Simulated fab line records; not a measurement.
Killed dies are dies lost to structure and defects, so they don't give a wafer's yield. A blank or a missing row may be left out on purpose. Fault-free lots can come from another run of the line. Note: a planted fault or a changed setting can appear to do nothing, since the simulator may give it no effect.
Which tool did it? | flow n5Finfet | Sampling: 12 lots, 36 wafers, 2 of 1938 route steps

WHAT THE GAUGES READ, wafer by wafer
N5_BEOL_M8_CD_MEAS_28: target cd 40 nm.
lot  | measured     | on       | cdNm (nm)
L074 | day 9 09:10  | cdSem-01 | 40.4 40.5 40.2
L077 | day 9 23:06  | cdSem-01 | 40.2 40.0 40.0
L078 | day 10 11:53 | cdSem-01 | 40.0 39.8 40.1
L081 | day 10 15:19 | cdSem-02 | 40.3 40.4 40.4
L083 | day 11 04:57 | cdSem-03 | 39.9 40.8 40.5
L087 | day 12 20:58 | cdSem-03 | 39.4 39.7 39.8
L085 | day 12 22:58 | cdSem-01 | 40.2 40.7 40.4
L089 | day 13 12:18 | cdSem-02 | 39.9 40.5 39.9
L090 | day 13 13:16 | cdSem-01 | 40.3 40.4 40.5
L093 | day 13 16:07 | cdSem-01 | 40.3 40.4 40.1
L095 | day 14 20:39 | cdSem-02 | 40.4 40.4 40.1
L097 | day 15 10:49 | cdSem-01 | 40.1 40.0 40.1

TOOL THAT RAN EACH LOT (tool first, then ch and the chambers of the sampled wafers, then the start)
lot  | N5_BEOL_M8_HM_OPEN_17
L074 | rieMetal-01 ch 0,1, day 9 08:41
L077 | rieMetal-02 ch 0,1, day 9 21:39
L078 | rieMetal-02 ch 1, day 10 11:10
L081 | rieMetal-03 ch 0,1, day 10 14:32
L083 | rieMetal-03 ch 0,1, day 11 03:38
L087 | rieMetal-01 ch 0,1, day 12 14:58
L085 | rieMetal-02 ch 0,1, day 12 22:26
L089 | rieMetal-03 ch 0,1, day 13 11:48
L090 | rieMetal-03 ch 0,1, day 13 12:36
L093 | rieMetal-01 ch 0,1, day 13 14:37
L095 | rieMetal-01 ch 0,1, day 14 19:56
L097 | rieMetal-02 ch 0,1, day 15 10:12
- N5_BEOL_M8_HM_OPEN_17: chemistry Cl2/BCl3, target TiN, target depth 20 nm, overetch 6 nm.

THE ANSWER, worked out from the rows above alone
Rule: usual is defined by the lots themselves. Put in order of their means at a reading, lots are off if they are a third of the lots or fewer, leave a main group of 4 or more, and stand apart from it by a gap of 3 or more times the standard deviation of the main group's means; of several such gaps the widest counts. The tables above print the reading to a certain number of digits; a main group whose means all agree to those digits is not used. Also off: a lot with no number at a reading for which 4 or more lots have one. The other lots that the step has rows for count as sound.
None of the lots is off at any reading shown; this tells nothing.

WHAT THE SIMULATOR PUT IN
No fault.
